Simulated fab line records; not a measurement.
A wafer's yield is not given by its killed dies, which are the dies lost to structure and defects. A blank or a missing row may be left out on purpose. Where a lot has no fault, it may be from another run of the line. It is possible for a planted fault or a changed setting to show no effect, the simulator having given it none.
Which tool did it?    flow nand harc    60 wafers from 20 lots sampled at 6 of the route's 1159 steps

WHAT THE GAUGES SHOWED, per wafer
Not one reading of a measure or inspect step in the record can be checked against a usual standard deviation.

WHAT TOOL EACH LOT RAN ON (gives the tool, then ch and the chambers of the sampled wafers, and finally the start)
lot   NHARC_A_STAIRCASE_ETCH_13                      NHARC_A_STAIRCASE_TRIM_16                      NHARC_A_STAIRCASE_TRIM_18                      NHARC_A_STAIRCASE_TRIM_20           NHARC_A_STAIRCASE_ETCH_25       NHARC_A_STAIRCASE_TRIM_193
L075  rie diel-04 ch 0,2,3, day 11 06:40 or earlier  rie diel-04 ch 0,1, day 11 06:40 or earlier    rie diel-04 ch 1,3, day 11 06:40 or earlier    rie diel-03 ch 0,1,2, day 11 06:40  rie diel-03 ch 0,1, no start    rie diel-03 ch 0,1,3, no start
L077  rie diel-04 ch 0,1, day 11 09:57 or earlier    rie diel-04 ch 0,2,3, day 11 09:57 or earlier  rie diel-04 ch 0,1,3, day 11 09:57 or earlier  rie diel-04 ch 0,2, day 11 09:57    rie diel-04 ch 1,2,3, no start  rie diel-03 ch 0,1,3, no start
L076  rie diel-13 ch 1,2, day 11 09:47 or earlier    rie diel-13 ch 2,3, day 11 09:47 or earlier    rie diel-13 ch 1,2, day 11 09:47 or earlier    rie diel-04 ch 0,2,3, day 11 09:47  rie diel-04 ch 1,3, no start    rie diel-04 ch 0,1, no start
L078  rie diel-03 ch 0,1,2, day 11 16:53 or earlier  rie diel-03 ch 0,1,2, day 11 16:53 or earlier  rie diel-03 ch 1,2,3, day 11 16:53 or earlier  rie diel-13 ch 0,2,3, day 11 16:53  rie diel-13 ch 0,1,3, no start  rie diel-04 ch 1,2,3, no start
L081  rie diel-03 ch 1,3, day 12 08:10 or earlier    rie diel-03 ch 2,3, day 12 08:10 or earlier    rie diel-03 ch 2,3, day 12 08:10 or earlier    rie diel-04 ch 0,2,3, day 12 08:10  rie diel-04 ch 1,3, no start    rie diel-04 ch 1,2,3, no start
L082  rie diel-03 ch 0,1,3, day 13 03:01 or earlier  rie diel-03 ch 0,2,3, day 13 03:01 or earlier  rie diel-03 ch 0,1,2, day 13 03:01 or earlier  rie diel-03 ch 1,2,3, day 13 03:01  rie diel-03 ch 0,1,2, no start  rie diel-03 ch 1,2,3, no start
L084  rie diel-13 ch 0,2, day 13 03:13 or earlier    rie diel-13 ch 0,2,3, day 13 03:13 or earlier  rie diel-13 ch 1,2,3, day 13 03:13 or earlier  rie diel-03 ch 0,2,3, day 13 03:13  rie diel-03 ch 0,2, no start    rie diel-13 ch 1,2,3, no start
L083  rie diel-13 ch 0,1,2, day 13 05:39 or earlier  rie diel-13 ch 0,1,3, day 13 05:39 or earlier  rie diel-13 ch 1,2,3, day 13 05:39 or earlier  rie diel-13 ch 0,1,3, day 13 05:39  rie diel-13 ch 0,1,2, no start  rie diel-03 ch 1,2,3, no start
L085  rie diel-04 ch 1,2, day 13 15:57 or earlier    rie diel-04 ch 1,2,3, day 13 15:57 or earlier  rie diel-04 ch 1,2, day 13 15:57 or earlier    rie diel-03 ch 1,2,3, day 13 15:57  rie diel-03 ch 1,2, no start    rie diel-13 ch 1,2, no start
L086  rie diel-13 ch 1,2,3, day 14 20:01 or earlier  rie diel-13 ch 0,2,3, day 14 20:01 or earlier  rie diel-13 ch 0,2,3, day 14 20:01 or earlier  rie diel-03 ch 1,2,3, day 14 20:01  rie diel-03 ch 1,2,3, no start  rie diel-03 ch 0,1,3, no start
L087  rie diel-13 ch 0,1,2, day 14 20:19 or earlier  rie diel-13 ch 0,1,3, day 14 20:19 or earlier  rie diel-13 ch 1,2,3, day 14 20:19 or earlier  rie diel-13 ch 0,1,3, day 14 20:19  rie diel-13 ch 0,1,3, no start  rie diel-04 ch 0,1,3, no start
L088  rie diel-04 ch 0,1,3, day 14 20:27 or earlier  rie diel-04 ch 0,1,2, day 14 20:27 or earlier  rie diel-04 ch 0,2,3, day 14 20:27 or earlier  rie diel-03 ch 0,2,3, day 14 20:27  rie diel-03 ch 0,1,3, no start  rie diel-04 ch 0,1,2, no start
L089  rie diel-03 ch 0,3, day 15 00:26 or earlier    rie diel-03 ch 1,3, day 15 00:26 or earlier    rie diel-03 ch 1,2, day 15 00:26 or earlier    rie diel-13 ch 0,3, day 15 00:26    rie diel-13 ch 0,3, no start    rie diel-03 ch 0,3, no start
L091  rie diel-03 ch 1,2, day 15 00:44 or earlier    rie diel-03 ch 0,2,3, day 15 00:44 or earlier  rie diel-03 ch 0,1, day 15 00:44 or earlier    rie diel-03 ch 0,1,3, day 15 00:44  rie diel-03 ch 0,1,2, no start  rie diel-04 ch 0,1, no start
L090  rie diel-04 ch 0,1,3, day 15 01:11 or earlier  rie diel-04 ch 1,2,3, day 15 01:11 or earlier  rie diel-04 ch 0,1,3, day 15 01:11 or earlier  rie diel-03 ch 0,1,2, day 15 01:11  rie diel-03 ch 0,2,3, no start  rie diel-13 ch 0,3, no start
L092  rie diel-03 ch 0,2, day 15 03:50 or earlier    rie diel-03 ch 0,2,3, day 15 03:50 or earlier  rie diel-03 ch 1,3, day 15 03:50 or earlier    rie diel-13 ch 0,2, day 15 03:50    rie diel-13 ch 0,2, no start    rie diel-04 ch 0,2,3, no start
L093  rie diel-13 ch 0,1,2, day 16 06:11 or earlier  rie diel-13 ch 0,2,3, day 16 06:11 or earlier  rie diel-13 ch 2,3, day 16 06:11 or earlier    rie diel-04 ch 0,1,3, day 16 06:11  rie diel-04 ch 1,2,3, no start  rie diel-03 ch 0,1,2, no start
L094  rie diel-04 ch 0,2,3, day 16 05:58 or earlier  rie diel-04 ch 2,3, day 16 05:58 or earlier    rie diel-04 ch 1,2,3, day 16 05:58 or earlier  rie diel-03 ch 2,3, day 16 05:58    rie diel-03 ch 0,2, no start    rie diel-13 ch 0,3, no start
L095  rie diel-04 ch 1,3, day 16 10:43 or earlier    rie diel-04 ch 0,2, day 16 10:43 or earlier    rie diel-04 ch 0,2, day 16 10:43 or earlier    rie diel-03 ch 0,2, day 16 10:43    rie diel-03 ch 1,2,3, no start  rie diel-04 ch 1,2,3, no start
L096  rie diel-04 ch 2,3, day 16 11:01 or earlier    rie diel-04 ch 0,1,3, day 16 11:01 or earlier  rie diel-04 ch 0,2,3, day 16 11:01 or earlier  rie diel-13 ch 0,1,3, day 16 11:01  rie diel-13 ch 0,3, no start    rie diel-04 ch 0,3, no start
- NHARC_A_STAIRCASE_ETCH_13: etches the open film in C4F8/O2, target depth 100 nm, time 40.5 s.
- NHARC_A_STAIRCASE_TRIM_16: chemistry O2, time 211.2 s.
- NHARC_A_STAIRCASE_TRIM_18: chemistry O2, time 211.2 s.
- NHARC_A_STAIRCASE_TRIM_20: chemistry O2, time 211.2 s.
- NHARC_A_STAIRCASE_ETCH_25: etches the open film in C4F8/O2, target depth 100 nm, time 40.5 s.
- NHARC_A_STAIRCASE_TRIM_193: chemistry O2, time 211.2 s.

WHAT THE TOOLS THEMSELVES READ (means of the sampled wafers that have a number; where no wafer has one, the mark that the record gives instead)
NHARC_A_STAIRCASE_ETCH_13. Usual: chamber pressure mTorr 24.998 mTorr, standard deviation 0.022; oes product au 0.935 a.u., standard deviation 0.016; rf vpp V 894 V, standard deviation 5.
lot   tool         chamber pressure mTorr (mTorr)  oes product au (a.u.)  rf vpp V (V)  flag
L075  rie diel-04  25.012                          0.927                  896           
L077  rie diel-04  25.026                          0.928                  898           
L076  rie diel-13  25.010                          0.933                  895           
L078  rie diel-03  25.009                          0.951                  891           
L081  rie diel-03  25.007                          0.951                  898           
L082  rie diel-03  24.986                          0.943                  895           
L084  rie diel-13  24.997                          0.942                  899           
L083  rie diel-13  24.991                          0.917                  897           
L085  rie diel-04  24.994                          0.928                  896           
L086  rie diel-13  24.989                          0.944                  893           
L087  rie diel-13  24.974                          0.928                  897           
L088  rie diel-04  25.009                          0.932                  893           
L089  rie diel-03  24.994                          0.931                  897           
L091  rie diel-03  24.987                          0.924                  891           
L090  rie diel-04  25.005                          0.921                  893           
L092  rie diel-03  24.973                          0.929                  890           
L093  rie diel-13  24.991                          0.923                  896           
L094  rie diel-04  25.011                          0.941                  894           
L095  rie diel-04  24.989                          0.961                  890           
L096  rie diel-04  24.990                          0.927                  891           

NHARC_A_STAIRCASE_TRIM_16. Usual: chamber pressure mTorr 60.00 mTorr, standard deviation 0.053; drypump motor current A 5.8 A, standard deviation 0.52; oes product au 0.998 a.u., standard deviation 0.012; rf vpp V 57.6 V, standard deviation 0.86; showerhead plenum p Torr 3.47 Torr, standard deviation 0.14; throttle valve pct 17.037 %, standard deviation 0.0094.
lot   tool         chamber pressure mTorr (mTorr)  drypump motor current A (A)  oes product au (a.u.)  rf vpp V (V)  showerhead plenum p Torr (Torr)  throttle valve pct (%)  flag
L075  rie diel-04  59.99                           5.4                          1.000                  57.4          3.56                             17.039                  
L077  rie diel-04  60.01                           6.0                          1.012                  57.1          3.51                             17.033                  
L076  rie diel-13  60.03                           5.8                          1.001                  57.5          3.46                             17.036                  
L078  rie diel-03  59.97                           6.1                          1.004                  57.3          3.38                             17.033                  
L081  rie diel-03  60.01                           6.0                          0.990                  58.1          3.42                             17.042                  
L082  rie diel-03  59.95                           6.1                          0.998                  58.3          3.46                             17.039                  
L084  rie diel-13  59.97                           5.7                          1.000                  58.1          3.53                             17.037                  
L083  rie diel-13  60.01                           6.0                          1.003                  57.0          3.39                             17.041                  
L085  rie diel-04  59.99                           5.3                          0.989                  56.9          3.48                             17.038                  
L086  rie diel-13  59.97                           5.7                          0.992                  57.4          3.52                             17.028                  
L087  rie diel-13  59.98                           5.9                          1.003                  57.9          3.39                             17.030                  
L088  rie diel-04  60.01                           5.7                          0.999                  58.6          3.56                             17.043                  
L089  rie diel-03  60.00                           6.3                          0.994                  58.3          3.50                             17.032                  
L091  rie diel-03  60.04                           6.0                          0.995                  57.4          3.45                             17.036                  
L090  rie diel-04  60.03                           5.3                          0.989                  57.2          3.47                             17.031                  
L092  rie diel-03  60.00                           6.1                          0.996                  58.5          3.45                             17.033                  
L093  rie diel-13  59.98                           5.7                          0.993                  58.0          3.51                             17.040                  
L094  rie diel-04  60.06                           5.6                          0.999                  57.0          3.40                             17.042                  
L095  rie diel-04  59.98                           6.3                          0.997                  57.2          3.57                             17.043                  
L096  rie diel-04  60.02                           5.7                          0.995                  57.3          3.47                             17.044                  

NHARC_A_STAIRCASE_TRIM_18. Usual: chamber pressure mTorr 59.99 mTorr, standard deviation 0.054; drypump motor current A 5.8 A, standard deviation 0.53; oes product au 0.997 a.u., standard deviation 0.013; rf vpp V 57.6 V, standard deviation 0.89; showerhead plenum p Torr 3.48 Torr, standard deviation 0.14; throttle valve pct 17.036 %, standard deviation 0.0091.
lot   tool         chamber pressure mTorr (mTorr)  drypump motor current A (A)  oes product au (a.u.)  rf vpp V (V)  showerhead plenum p Torr (Torr)  throttle valve pct (%)  flag
L075  rie diel-04  59.97                           5.0                          1.009                  57.1          3.47                             17.027                  
L077  rie diel-04  60.03                           5.7                          1.005                  58.0          3.49                             17.035                  
L076  rie diel-13  59.96                           5.6                          1.000                  57.1          3.51                             17.042                  
L078  rie diel-03  60.01                           6.2                          0.991                  58.4          3.46                             17.043                  
L081  rie diel-03  59.98                           6.1                          0.999                  57.8          3.54                             17.030                  
L082  rie diel-03  59.98                           6.1                          1.001                  57.4          3.38                             17.031                  
L084  rie diel-13  60.03                           5.7                          1.002                  57.5          3.48                             17.040                  
L083  rie diel-13  59.96                           5.7                          0.996                  58.0          3.48                             17.025                  
L085  rie diel-04  59.96                           5.0                          0.988                  57.8          3.55                             17.033                  
L086  rie diel-13  60.00                           5.7                          0.996                  58.1          3.52                             17.046                  
L087  rie diel-13  59.95                           5.7                          1.002                  57.3          3.48                             17.029                  
L088  rie diel-04  60.04                           6.0                          0.990                  57.6          3.49                             17.034                  
L089  rie diel-03  59.96                           6.1                          0.997                  57.6          3.33                             17.038                  
L091  rie diel-03  59.97                           6.2                          0.991                  57.4          3.41                             17.031                  
L090  rie diel-04  60.02                           5.7                          1.009                  57.7          3.47                             17.043                  
L092  rie diel-03  60.00                           6.3                          0.991                  57.6          3.50                             17.045                  
L093  rie diel-13  60.02                           5.8                          1.019                  57.9          3.44                             17.040                  
L094  rie diel-04  60.03                           5.3                          0.991                  56.5          3.47                             17.033                  
L095  rie diel-04  60.01                           6.0                          0.987                  57.9          3.57                             17.038                  
L096  rie diel-04  60.01                           6.0                          0.997                  58.3          3.49                             17.034                  

NHARC_A_STAIRCASE_TRIM_20. Usual: chamber pressure mTorr 60.00 mTorr, standard deviation 0.06; drypump motor current A 5.9 A, standard deviation 0.45; oes product au 1.000 a.u., standard deviation 0.014; rf vpp V 57.6 V, standard deviation 0.89; showerhead plenum p Torr 3.48 Torr, standard deviation 0.15; throttle valve pct 17.036 %, standard deviation 0.0089.
lot   tool         chamber pressure mTorr (mTorr)  drypump motor current A (A)  oes product au (a.u.)  rf vpp V (V)  showerhead plenum p Torr (Torr)  throttle valve pct (%)  flag
L075  rie diel-03  60.03                           6.1                          0.999                  57.8          3.39                             17.036                  
L077  rie diel-04  59.94                           6.0                          1.001                  57.1          3.59                             17.039                  
L076  rie diel-04  60.08                           6.0                          1.019                  57.4          3.51                             17.034                  
L078  rie diel-13  60.01                           5.7                          0.993                  58.0          3.53                             17.024                  
L081  rie diel-04  60.04                           6.0                          1.004                  58.0          3.50                             17.032                  
L082  rie diel-03  60.02                           6.2                          0.995                  57.5          3.46                             17.036                  
L084  rie diel-03  59.98                           6.1                          1.009                  57.8          3.46                             17.030                  
L083  rie diel-13  60.05                           5.9                          1.008                  57.0          3.39                             17.030                  
L085  rie diel-03  60.00                           6.2                          0.990                  57.5          3.46                             17.035                  
L086  rie diel-03  60.00                           6.2                          0.988                  57.8          3.45                             17.037                  
L087  rie diel-13  59.99                           5.9                          1.010                  57.0          3.39                             17.041                  
L088  rie diel-03  59.97                           6.1                          1.004                  57.9          3.45                             17.037                  
L089  rie diel-13  59.93                           5.9                          0.999                  58.1          3.43                             17.040                  
L091  rie diel-03  60.02                           6.2                          0.997                  57.1          3.49                             17.033                  
L090  rie diel-03  60.01                           6.1                          0.997                  57.2          3.37                             17.040                  
L092  rie diel-13  59.98                           5.4                          0.982                  57.7          3.67                             17.039                  
L093  rie diel-04  59.98                           5.7                          0.995                  57.8          3.47                             17.042                  
L094  rie diel-03  60.08                           6.1                          0.999                  58.9          3.53                             17.036                  
L095  rie diel-03  59.99                           6.0                          1.000                  57.2          3.36                             17.038                  
L096  rie diel-13  60.02                           5.9                          1.003                  58.0          3.38                             17.041                  

NHARC_A_STAIRCASE_ETCH_25. Usual: chamber pressure mTorr 24.998 mTorr, standard deviation 0.022; oes product au 0.939 a.u., standard deviation 0.014; rf vpp V 894 V, standard deviation 5.3.
lot   tool         chamber pressure mTorr (mTorr)  oes product au (a.u.)  rf vpp V (V)  flag
L075  rie diel-03  24.997                          0.943                  891           
L077  rie diel-04  24.975                          0.950                  895           
L076  rie diel-04  25.014                          0.946                  891           
L078  rie diel-13  25.014                          0.931                  891           
L081  rie diel-04  25.004                          0.946                  893           
L082  rie diel-03  24.983                          0.941                  890           
L084  rie diel-03  25.004                          0.937                  891           
L083  rie diel-13  24.973                          0.937                  897           
L085  rie diel-03  25.000                          0.948                  889           
L086  rie diel-03  24.962                          0.936                  893           
L087  rie diel-13  24.997                          0.941                  890           
L088  rie diel-03  24.998                          0.935                  896           
L089  rie diel-13  24.998                          0.936                  893           
L091  rie diel-03  24.994                          0.932                  890           
L090  rie diel-03  24.989                          0.933                  893           
L092  rie diel-13  24.999                          0.924                  899           
L093  rie diel-04  24.990                          0.940                  894           
L094  rie diel-03  25.004                          0.934                  888           
L095  rie diel-03  25.004                          0.930                  893           
L096  rie diel-13  25.013                          0.943                  890           

NHARC_A_STAIRCASE_TRIM_193. Usual: chamber pressure mTorr 59.99 mTorr, standard deviation 0.06; drypump motor current A 5.8 A, standard deviation 0.58; oes product au 0.998 a.u., standard deviation 0.011; rf vpp V 57.6 V, standard deviation 0.92; showerhead plenum p Torr 3.49 Torr, standard deviation 0.13; throttle valve pct 17.037 %, standard deviation 0.0088.
lot   tool         chamber pressure mTorr (mTorr)  drypump motor current A (A)  oes product au (a.u.)  rf vpp V (V)  showerhead plenum p Torr (Torr)  throttle valve pct (%)  flag
L075  rie diel-03  60.00                           6.2                          1.000                  57.6          3.51                             17.032                  
L077  rie diel-03  59.96                           6.2                          1.001                  57.5          3.51                             17.036                  
L076  rie diel-04  59.99                           6.0                          1.001                  57.9          3.57                             17.039                  
L078  rie diel-04  60.02                           5.3                          1.004                  57.7          3.49                             17.041                  
L081  rie diel-04  59.96                           5.3                          1.007                  57.6          3.48                             17.034                  
L082  rie diel-03  60.03                           6.2                          0.990                  57.1          3.46                             17.050                  
L084  rie diel-13  59.98                           5.7                          0.994                  58.2          3.48                             17.036                  
L083  rie diel-03  60.02                           6.2                          1.004                  57.1          3.46                             17.041                  
L085  rie diel-13  60.00                           5.6                          1.001                  57.7          3.50                             17.037                  
L086  rie diel-03  60.02                           6.2                          0.996                  57.6          3.49                             17.040                  
L087  rie diel-04  60.01                           5.7                          0.996                  57.0          3.47                             17.033                  
L088  rie diel-04  60.03                           5.7                          0.990                  58.3          3.56                             17.037                  
L089  rie diel-03  60.01                           6.2                          0.994                  58.1          3.57                             17.035                  
L091  rie diel-04  59.97                           5.4                          0.993                  57.5          3.54                             17.038                  
L090  rie diel-13  60.06                           6.0                          1.000                  57.4          3.43                             17.032                  
L092  rie diel-04  59.94                           6.0                          0.995                  57.5          3.49                             17.036                  
L093  rie diel-03  60.07                           6.1                          1.001                  57.5          3.37                             17.039                  
L094  rie diel-13  59.98                           6.0                          0.994                  57.6          3.43                             17.037                  
L095  rie diel-04  60.00                           5.3                          0.995                  57.8          3.46                             17.033                  
L096  rie diel-04  60.01                           6.3                          0.999                  57.1          3.48                             17.041                  

THE ANSWER, worked out from the rows above alone
Rule: lot off if the mean of its wafers having a number is beyond 3 standard deviations from the usual mean. Also off: a lot with no number at a reading for which 4 or more lots have one. The other lots that the step has rows for count as sound. First the gauges in route order, then the tools' own readings, where a lot's mean is used as printed above. The first step at which some lot is off is used, and at that step the reading that is off furthest; a lot without a number counts as furthest.
Across all readings shown, no lot is off: no conclusion can be drawn from this.

WHAT THE SIMULATOR PUT IN
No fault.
